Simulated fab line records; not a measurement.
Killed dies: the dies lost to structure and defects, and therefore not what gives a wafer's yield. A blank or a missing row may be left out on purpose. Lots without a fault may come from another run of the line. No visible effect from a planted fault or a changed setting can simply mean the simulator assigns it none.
fab line records	flow nand-harc
[record] lots = 5	wafers = 15	last-day = 33
route steps=1302 shown A_M1@1181 END@1302
lots untouched by any fault: they come from a run of this same line in which no faults occurred
start-h: hours from the record's opening day to when the first of the lot's shown wafers began	wait-h: hours since the lot's step before	" the same as in the row above	L1.1+2: one row covering several wafers at once	- either no value or no given start	* or withheld: withheld	< > ~ a bound
route shown NAME@n: a module of which the file shows steps, and the number in the route of the first	usual: mean/standard deviation of fault-free wafers	same: alike in all rows	chamber/n: place in a boat	sites: each site's reading	_std_site: the standard deviation of these	_edge_site: outer sites' mean less inner sites'	radius-mm: for every site, how far away it sits from the centre of the wafer	mask NAME#n: copy n	behind: the tool/chamber that last shaped the wafer	hold: why the lot went on hold/how many hours it stayed there/how the hold came to an end	device: whichever transistor did not switch (one of n, p or np)	end of line: the route-end tests of the same wafers	a step without rows: its recipe alone	killed: not the wafer's yield, but the dies lost to structure and defects at the first sort	map: a wafer's dies, marking killed ones x, the rest . and places with no die _
set.NAME: the setting that was run; set.NAME@STEP: the one run at that earlier step	model.NAME: the simulator's own value behind a step, which no gauge read
lots at selected steps of the route; one table per step, one row per wafer
services: the hour from which a tool's chamber was out of use, counted from the record's first day as start-h (under 0 if before that day), plus the number of hours and why
[[steps]]
[step NHARC_A_M1_INSPECT_11]
[usual] raw-defect-count = 81/36
lot.wafer	tool	chamber	start-h	wait-h	raw-defect-count
L479.1	defect-inspect-02	-	544.15	0.0	95
L479.3	"	-	"	"	94
L479.5	"	-	"	"	108
L478.1	defect-inspect-02	-	546.41	0.0	70
L478.3	"	-	"	"	68
L478.5	"	-	"	"	73
L482.2	defect-inspect-02	-	566.88	0.0	83
L482.3	"	-	"	"	79
L482.5	"	-	"	"	86
L493.2	defect-inspect-02	-	677.96	0.0	24
L493.4	"	-	"	"	30
L493.5	"	-	"	"	31
L499.4	defect-inspect-01	-	758.54	0.0	21
L499.5	"	-	"	"	35
L499.6	"	-	"	"	30
[step NHARC_A_M1_DESCUM_14]
[recipe] time-s = 3	o2-flow-sccm = 200	ar-flow-sccm = 0	bias-power-w = 0	chemistry = O2
[step NHARC_A_M1_ETCH_35]
[recipe] target-depth-a = 400	overetch-a = 120	time-s = 43.94	ion-energy-ev = 200	n2-flow-sccm = 150	h2-flow-sccm = 150	ar-flow-sccm = 0	rf-w = 400	bias-w = 150	chemistry = N2/H2
[usual] drypump-motor-current-A = 5.6/0.49	n2-flow-sccm = 150.0/0.4	oes-product-au = 1.001/0.0085	rf-vpp-V = 429.5/2.4	showerhead-plenum-p-Torr = 2.00/0.078	throttle-valve-pct = 14.170/0.0087
lot.wafer	tool	chamber	start-h	wait-h	drypump-motor-current-A	n2-flow-sccm	oes-product-au	rf-hours-counter-h	rf-vpp-V	showerhead-plenum-p-Torr	throttle-valve-pct
L479.1	rie-diel-05	3	544.30	0.1	5.2	150.2	0.994	3.4	428.9	1.99	14.172
L479.3	"	0	"	"	5.3	149.7	1.016	3.7	427.7	1.90	14.179
L479.5	"	3	"	"	5.2	149.9	1.008	-	430.4	1.99	14.166
L478.1	rie-diel-05	3	546.56	0.1	5.2	150.5	1.007	3.4	427.9	1.99	14.164
L478.3	"	1	"	"	5.9	150.5	1.000	3.3	427.4	1.94	14.169
L478.5	"	3	"	"	5.2	150.2	1.006	-	428.1	1.99	14.174
L482.2	rie-diel-09	2	567.03	0.1	5.5	149.9	1.008	3.1	425.2	1.88	14.169
L482.3	"	3	"	"	5.0	150.3	1.005	3.1	431.3	2.04	14.173
L482.5	"	1	"	"	5.2	149.9	1.010	-	433.4	2.11	14.173
L493.4	rie-diel-06	0	678.11	0.1	5.4	149.4	1.004	0.4	432.1	2.07	14.179
L493.2	"	2	"	"	6.3	150.0	1.000	0.2	429.8	1.96	14.163
L493.5	"	3	"	"	5.7	149.7	1.007	-	431.3	2.04	14.175
L499.4	rie-diel-05	3	758.69	0.1	5.2	149.8	1.010	4.5	428.9	1.99	14.171
L499.5	"	2	"	"	6.6	150.1	0.992	-	432.6	2.13	14.172
L499.6	"	3	"	"	5.2	149.9	1.005	-	428.5	1.99	14.163
[step NHARC_A_M1_ETCH_15]
[recipe] target-depth-a = 1825	time-s = 91.2	c4f8-flow-sccm = withheld	ar-flow-sccm = 400	rf-w = 600	bias-w = 300	chemistry = C4F8/Ar
[step NHARC_A_M1_CD_MEAS_16]
[usual] cd-nm = 120.0/0.55
lot.wafer	tool	chamber	start-h	wait-h	cd-nm
L479.1	cd-sem-01	-	544.51	-	119.8
L479.3	"	-	"	"	120.4
L479.5	"	-	"	"	119.6
L478.1	cd-sem-01	-	546.78	-	120.2
L478.3	"	-	"	"	120.1
L478.5	"	-	"	"	119.6
L482.2	cd-sem-01	-	567.24	-	121.2
L482.3	"	-	"	"	121.5
L482.5	"	-	"	"	120.4
L493.2	cd-sem-03	-	678.33	-	120.0
L493.4	"	-	"	"	120.0
L493.5	"	-	"	"	120.1
L499.4	cd-sem-01	-	758.91	-	119.6
L499.5	"	-	"	"	120.0
L499.6	"	-	"	"	119.7
[step NHARC_A_M1_STRIP_18]
[recipe] power-w = 1000	n2-flow-sccm = 150	h2-flow-sccm = 150	ar-flow-sccm = 0	bias-w = 0	chemistry = N2/H2
[usual] drypump-motor-current-A = 5.6/0.51	n2-flow-sccm = 150.0/0.45	oes-product-au = 1.000/0.0084	rf-vpp-V = 90.3/0.99	showerhead-plenum-p-Torr = 2.00/0.081	throttle-valve-pct = 14.171/0.0088
lot.wafer	tool	chamber	start-h	wait-h	drypump-motor-current-A	n2-flow-sccm	oes-product-au	rf-hours-counter-h	rf-vpp-V	showerhead-plenum-p-Torr	throttle-valve-pct
L479.3	rie-diel-06	0	544.59	0.1	5.4	150.0	1.007	3.2	91.6	2.07	14.174
L479.1	"	1	"	"	5.8	150.0	0.992	2.9	90.3	1.99	14.169
L479.5	"	0	"	"	5.4	150.5	1.004	-	91.3	2.07	14.165
L478.3	rie-diel-09	2	546.88	0.1	5.5	150.0	1.004	2.4	90.3	1.88	14.175
L478.1	"	0	"	"	5.1	149.6	1.021	2.4	89.4	1.98	14.170
L478.5	"	2	"	"	5.5	150.1	0.998	-	89.9	1.88	14.159
L482.2	rie-diel-06	1	567.32	0.1	5.8	150.2	0.989	4.2	89.6	1.99	14.159
L482.3	"	3	"	"	5.7	149.6	0.984	4.4	90.3	2.04	14.168
L482.5	"	2	"	"	6.4	150.2	0.984	-	90.5	1.96	14.174
L493.4	rie-diel-05	1	678.43	0.1	5.9	150.1	0.991	2.2	88.3	1.94	14.177
L493.2	"	2	"	"	6.6	150.0	1.005	3.0	90.4	2.13	14.162
L493.5	"	1	"	"	5.9	149.9	1.002	-	89.2	1.94	14.179
L499.4	rie-diel-06	1	758.98	0.1	5.8	150.0	0.997	6.8	89.7	1.99	14.159
L499.5	"	1	"	"	5.7	150.1	1.001	-	90.3	1.98	14.166
L499.6	"	2	"	"	6.4	150.2	0.998	-	90.4	1.96	14.165
[step NHARC_A_M1_ETCH_28]
[recipe] target-depth-a = 300	over-etch-frac = 0.3	time-s = 72.99	ion-energy-ev = 150	cf4-flow-sccm = 50	n2-flow-sccm = 100	ar-flow-sccm = 150	rf-w = 300	bias-w = 100	chemistry = CF4/N2
[usual] drypump-motor-current-A = 5.6/0.53	n2-flow-sccm = 100.0/0.33	oes-product-au = 1.000/0.0075	rf-vpp-V = 313.5/1.9	showerhead-plenum-p-Torr = 2.59/0.097	throttle-valve-pct = 19.794/0.008
lot.wafer	tool	chamber	start-h	wait-h	drypump-motor-current-A	n2-flow-sccm	oes-product-au	rf-hours-counter-h	rf-vpp-V	showerhead-plenum-p-Torr	throttle-valve-pct
L479.3	rie-diel-06	2	-	-	6.4	100.1	0.988	2.2	311.9	2.53	19.801
L479.1	"	3	"	"	5.7	100.4	0.991	2.5	313.9	2.62	19.790
L479.5	"	1	"	"	5.8	99.7	0.984	-	314.7	2.57	19.798
L478.1	rie-diel-09	0	-	-	5.1	99.9	1.006	2.4	314.0	2.56	19.783
L478.3	"	1	"	"	5.2	100.2	1.006	2.4	313.4	2.71	19.791
L478.5	"	0	"	"	5.1	99.7	1.009	-	313.0	2.56	19.781
L482.3	rie-diel-06	0	-	-	5.4	100.3	1.008	4.5	315.9	2.67	19.786
L482.2	"	2	"	"	6.4	100.1	0.987	4.2	311.8	2.53	19.803
L482.5	"	0	"	"	5.4	99.8	1.013	-	314.6	2.67	19.800
L493.4	rie-diel-05	1	-	-	5.9	99.9	1.004	2.3	312.7	2.50	19.807
L493.2	"	0	"	"	5.3	100.1	0.998	2.7	310.8	2.46	19.811
L493.5	"	2	"	"	6.5	100.1	1.004	-	317.8	2.74	19.779
L499.4	rie-diel-06	1	-	-	5.8	100.0	0.993	6.8	314.7	2.56	19.803
L499.5	"	3	"	"	5.7	99.7	1.007	-	314.5	2.62	19.797
L499.6	"	0	"	"	5.4	100.0	1.003	-	315.0	2.66	19.779
[step NHARC_A_M1_STRIP_19]
[recipe] time-s = 600	temp-c = 30	chemistry = post-etch-residue-remover
[step NHARC_A_M1_DEGAS_29]
[recipe] temp-c = 250	time-s = 60
[usual] heater-power-w = 362/52
lot.wafer	tool	chamber	start-h	wait-h	heater-power-w
L479.1	pvd-sputter-01	-	545.23	-	333
L479.3	"	-	"	"	440
L479.5	"	-	"	"	325
L478.3	pvd-sputter-01	-	547.50	-	412
L478.1	"	-	"	"	450
L478.5	"	-	"	"	319
L482.3	pvd-sputter-01	-	567.97	-	441
L482.2	"	-	"	"	413
L482.5	"	-	"	"	343
L493.2	pvd-sputter-01	-	679.04	-	307
L493.4	"	-	"	"	420
L493.5	"	-	"	"	309
L499.4	pvd-sputter-01	-	759.64	-	334
L499.6	"	-	"	"	427
L499.5	"	-	"	"	423
[step NHARC_A_M1_PRE_CLEAN_30]
[recipe] time-s = 30	temp-c = 280	gas = H2/He
[usual] heater-power-w = 448/65
lot.wafer	tool	chamber	start-h	wait-h	heater-power-w
L479.3	pvd-sputter-01	-	-	-	552
L479.1	"	-	"	"	503
L479.5	"	-	"	"	553
L478.1	pvd-sputter-01	-	-	-	494
L478.3	"	-	"	"	558
L478.5	"	-	"	"	513
L482.2	pvd-sputter-01	-	-	-	391
L482.3	"	-	"	"	419
L482.5	"	-	"	"	391
L493.2	pvd-sputter-01	-	-	-	540
L493.4	"	-	"	"	406
L493.5	"	-	"	"	524
L499.4	pvd-sputter-01	-	-	-	376
L499.6	"	-	"	"	525
L499.5	"	-	"	"	514
[step NHARC_A_M1_PVD_20]
[recipe] target-thk-a = 50	bias-v = 168.6	power-w = 15000	chamber-pressure-pa = 0.12	time-s = 8.06	substrate-temp-c = 50	material = TaN
[step NHARC_A_M1_PVD_21]
[recipe] target-thk-a = 300	chamber-pressure-pa = 5	power-w = 5000	substrate-temp-c = 30	time-s = 20.49	material = Cu
[step NHARC_A_M1_ECD_22]
[recipe] target-thk-a = 4000	bath-temp-c = 25	material = Cu
lot.wafer	tool	chamber	start-h	wait-h
L479.1+3+5	ecd-cu-02	0,1,0	545.63	-
L478.1+3+5	ecd-cu-01	0,1,1	547.91	-
L482.2+3+5	ecd-cu-01	1	568.32	-
L493.2+4+5	ecd-cu-02	0,1,0	679.41	-
L499.4+6+5	ecd-cu-01	1,1,0	760.08	-
[step NHARC_A_M1_ANNEAL_31]
[recipe] temp-c = 225	time-s = 90
[step NHARC_A_M1_CMP_23]
[recipe] t-overpolish-s = 20	target-thk-nm = 154.34
[usual] edge-zone-pressure-frac = 1.000/0.0044	motor-current-A = 12.5/1.3	time-to-endpoint-s = 28.4/2.9
lot.wafer	tool	chamber	start-h	wait-h	edge-zone-pressure-frac	motor-current-A	time-to-endpoint-s
L479.1	cmp-04	2	546.30	-	1.011	10.8	30.0
L479.3	"	3	"	"	0.995	10.5	29.2
L479.5	"	2	"	"	1.004	10.6	28.7
L478.3	cmp-03	2	548.58	-	1.002	11.6	26.8
L478.1	"	0	"	"	1.000	11.8	28.4
L478.5	"	3	"	"	1.008	11.2	25.8
L482.2	cmp-01	3	569.04	-	1.005	12.7	26.4
L482.3	"	2	"	"	1.002	13.3	29.6
L482.5	"	3	"	"	1.013	12.6	23.6
L493.4	cmp-01	1	680.18	-	1.000	13.4	30.5
L493.2	"	0	"	"	1.001	13.4	18.4
L493.5	"	1	"	"	0.998	13.2	22.7
L499.4	cmp-01	2	760.77	-	0.995	13.1	26.5
L499.5	"	0	"	"	1.004	13.7	24.9
L499.6	"	1	"	"	1.005	13.0	24.3
[step NHARC_A_M1_THK_MEAS_24]
[recipe] thk-meas-gauge = xrf
[usual] thk-nm = 154.2/1.4
lot.wafer	tool	chamber	start-h	wait-h	thk-nm
L479.1	film-metro-01	-	546.62	-	152.8
L479.3	"	-	"	"	155.3
L479.5	"	-	"	"	152.4
L478.1	film-metro-01	-	548.90	-	154.6
L478.3	"	-	"	"	155.6
L478.5	"	-	"	"	154.1
L482.2	film-metro-01	-	569.35	-	153.7
L482.3	"	-	"	"	154.3
L482.5	"	-	"	"	152.8
L493.2	film-metro-01	-	680.51	-	154.7
L493.4	"	-	"	"	153.8
L493.5	"	-	"	"	158.1
L499.4	film-metro-02	-	761.03	-	153.9
L499.5	"	-	"	"	155.0
L499.6	"	-	"	"	154.3
[step NHARC_END_SORT_01]
[recipe] temp-c = 25
[usual] defect-limited-yield = 91.8/2.3	killed-at-array = 51/16	killed-at-other = 0.6/0.88	killed-at-periphery = 4.0/2.6	killed-dies = 55/16	killed-open = 3.5/1.9	killed-short = 2.3/1.6	sort_bin_2_pct = 2.9/1.1	sort_bin_3_pct = 0.6/0.41	sort_bin_4_pct = 4.6/1.3	sort-n-pass = 622/16	sort-rim-yield-pct = 93/3.2	sort-yield-pct = 91.8/2.3
[same] gross-dies = 677	sort_bin_5_pct[%] = 0	sort_bin_6_pct[%] = 0	sort_bin_7_pct[%] = 0	sort_bin_8_pct[%] = 0	sort-rim-n-gross = 106.00
lot.wafer	tool	chamber	start-h	wait-h	defect-limited-yield[%]	killed-at-array	killed-at-other	killed-at-periphery	killed-dies	killed-open	killed-short	sort_bin_2_pct[%]	sort_bin_3_pct[%]	sort_bin_4_pct[%]	sort-n-pass	sort-rim-yield-pct[%]	sort-yield-pct[%]
L479.1	prober-01	0	577.60	2.5	89.2	65	1	7	73	3	3	2.4	0.7	7.7	604	95	89.2
L479.3	prober-01	0	579.21	3.1	90.1	65	0	2	67	2	1	4.6	0.3	5.0	610	92	90.1
L479.5	prober-01	0	580.81	3.7	91.7	53	0	3	56	3	5	3.8	0.9	3.5	621	87	91.7
L478.1	prober-02	0	585.36	2.5	91.4	54	0	4	58	2	3	3.2	0.9	4.4	619	92	91.4
L478.3	prober-02	0	586.95	3.1	94.2	36	0	3	39	2	2	2.8	0.4	2.5	638	89	94.2
L478.5	prober-02	0	588.53	3.7	93.1	45	1	1	47	2	2	2.4	1.2	3.4	630	86	93.1
L482.2	prober-01	0	605.15	2.8	93.6	39	1	3	43	1	1	2.4	0.1	3.8	634	90	93.6
L482.3	prober-01	0	605.95	3.1	90.0	60	1	7	68	3	5	3.8	0.6	5.6	609	91	90.0
L482.5	prober-01	0	607.54	3.7	89.2	64	1	8	73	2	2	3.8	0.9	6.1	604	93	89.2
L493.2	prober-01	0	715.83	2.8	94.8	25	3	7	35	4	6	1.0	0.7	3.4	642	97	94.8
L493.4	prober-01	0	717.43	3.4	95.1	32	0	1	33	4	4	1.5	0.4	3.0	644	95	95.1
L493.5	prober-01	0	718.22	3.7	95.1	27	2	4	33	3	3	1.2	0	3.7	644	95	95.1
// killed by level:class
L479.1 A_CHANNEL_HOLE_D2:chamber-film-flake=31 A_SLIT:chamber-film-flake=20 A_CONTACT:chamber-film-flake=5 P_ZERO_WELL:chamber-film-flake=4 A_DECK1_JOINT:chamber-film-flake=2 A_BLC:chamber-film-flake=2 P_GATE:geometric-particle:open=1 P_CONTACT:geometric-particle:short=1
L479.3 A_CHANNEL_HOLE_D2:chamber-film-flake=28 A_SLIT:chamber-film-flake=23 A_CHANNEL_HOLE_D1:chamber-film-flake=6 A_WL_FILL:chamber-film-flake=3 P_CONTACT:geometric-particle:open=1 A_WL_FILL:geometric-particle:short=1 A_BLC:geometric-particle:open=1 P_ZERO_WELL:chamber-film-flake=1
L479.5 A_SLIT:chamber-film-flake=20 A_CHANNEL_HOLE_D2:chamber-film-flake=16 A_CHANNEL_HOLE_D1:chamber-film-flake=5 P_M0:geometric-particle:open=2 A_CHANNEL_FILL_D2:geometric-particle:short=2 A_ZERO_WELL:chamber-film-flake=2 A_BLC:chamber-film-flake=2 A_ONON_D1:geometric-particle:short=1
L478.1 A_CHANNEL_HOLE_D1:chamber-film-flake=35 A_CHANNEL_HOLE_D2:chamber-film-flake=6 P_STI:chamber-film-flake=3 A_WL_FILL:chamber-film-flake=3 A_WL_FILL:geometric-particle:short=2 A_CONTACT:chamber-film-flake=2 A_ONON_D1:geometric-particle:open=1 A_CHANNEL_FILL_D2:geometric-particle:short=1
L478.3 A_CHANNEL_HOLE_D1:chamber-film-flake=22 A_CHANNEL_HOLE_D2:chamber-film-flake=4 P_STI:chamber-film-flake=2 A_STAIRCASE:chamber-film-flake=2 A_WL_FILL:chamber-film-flake=2 A_ONON_D1:geometric-particle:open=1 A_CHANNEL_FILL_D2:geometric-particle:short=1 A_M0:geometric-particle:short=1
L478.5 A_CHANNEL_HOLE_D1:chamber-film-flake=23 A_CHANNEL_HOLE_D2:chamber-film-flake=8 A_CONTACT:chamber-film-flake=3 A_STAIRCASE:chamber-film-flake=2 A_WL_FILL:chamber-film-flake=2 A_BLC:chamber-film-flake=2 A_ONON_D1:geometric-particle:open=1 A_ONON_D2:geometric-particle:short=1
L482.2 A_CHANNEL_HOLE_D1:chamber-film-flake=23 A_CHANNEL_HOLE_D2:chamber-film-flake=6 A_STAIRCASE:chamber-film-flake=3 A_CHANNEL_FILL_D1:chamber-film-flake=2 A_SLIT:chamber-film-flake=2 P_BONDPAD:geometric-particle:open=1 A_CONTACT:geometric-particle:short=1 P_STI:chamber-film-flake=1
L482.3 A_CHANNEL_HOLE_D1:chamber-film-flake=34 A_CHANNEL_HOLE_D2:chamber-film-flake=12 A_SLIT:chamber-film-flake=6 P_CONTACT:chamber-film-flake=3 P_CONTACT:geometric-particle:short=2 A_WL_FILL:chamber-film-flake=2 P_STI:geometric-particle:open=1 P_M0:geometric-particle:short=1
L482.5 A_CHANNEL_HOLE_D1:chamber-film-flake=40 A_CHANNEL_HOLE_D2:chamber-film-flake=11 P_CONTACT:chamber-film-flake=5 A_CONTACT:chamber-film-flake=5 P_STI:chamber-film-flake=2 A_SLIT:chamber-film-flake=2 P_M0:geometric-particle:short=1 A_CHANNEL_FILL_D1:geometric-particle:short=1
L493.2 A_CHANNEL_HOLE_D1:chamber-film-flake=10 A_SLIT:chamber-film-flake=4 A_CONTACT:chamber-film-flake=3 A_CHANNEL_FILL_D1:geometric-particle:short=2 P_STI:chamber-film-flake=2 A_STAIRCASE:chamber-film-flake=2 P_GATE:geometric-particle:open=1 P_M1:geometric-particle:open=1
L493.4 A_CHANNEL_HOLE_D1:chamber-film-flake=12 A_STAIRCASE:chamber-film-flake=5 A_SLIT:chamber-film-flake=4 A_SOURCE_PLATE:geometric-particle:short=1 A_CHANNEL_HOLE_D1:geometric-particle:short=1 A_CHANNEL_FILL_D1:geometric-particle:open=1 A_ONON_D2:geometric-particle:short=1 A_CHANNEL_HOLE_D2:geometric-particle:open=1
L493.5 A_CHANNEL_HOLE_D1:chamber-film-flake=9 A_SLIT:chamber-film-flake=9 A_STAIRCASE:chamber-film-flake=4 P_GATE:chamber-film-flake=2 P_GATE:geometric-particle:open=1 A_DECK1_JOINT:geometric-particle:short=1 A_SGD_CUT:geometric-particle:open=1 A_SGD_CUT:geometric-particle:short=1
[[services]]
tool	chamber	start-h	hours	kind
rie-diel-05	-	521.10	0.9	repair
cmp-03	-	531.15	1.0	repair
cmp-03	-	554.44	4.0	pm
cmp-01	-	577.42	0.5	repair
rie-diel-05	-	583.61	9.0	pm
ecd-cu-02	-	596.37	8.0	pm
cmp-03	-	600.23	0.4	repair
cmp-04	-	601.13	4.0	pm
pvd-sputter-01	-	603.91	10.0	pm
rie-diel-06	2	622.14	2.8	repair
rie-diel-05	1	623.40	5.8	repair
ecd-cu-02	-	632.97	0.9	repair
rie-diel-06	-	661.20	9.0	pm
pvd-sputter-01	-	662.93	1.2	repair
rie-diel-05	1	670.92	3.9	repair
cmp-01	-	672.54	0.6	repair
rie-diel-09	-	674.39	9.0	pm
cmp-01	-	676.05	4.0	pm
ecd-cu-01	-	688.09	8.0	pm
pvd-sputter-01	-	715.57	3.1	repair
rie-diel-09	3	722.26	4.5	repair
rie-diel-05	0	729.56	14.5	repair
ecd-cu-01	-	750.79	1.7	repair
rie-diel-05	-	760.61	9.0	pm
[[key]]
[first-sign] step = NHARC_A_M1_CMP_23	reading = time-to-endpoint-s	direction = down	sigmas = 2.7	usual = *	struck = *
effect none on later readings
met-at NHARC_A_M1_ECD_22
struck-wafers L493.2,L493.5
onset-between 545.63 679.41
[fault] kind = process-parameter-drift	tool = ecd-cu-02	chamber = 0	onset-h = 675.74	steps = NHARC_A_M1_ECD_22	channel = target-thk-a	offset = *	shape = step	end-h = 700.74	acts-in = *	stated = *
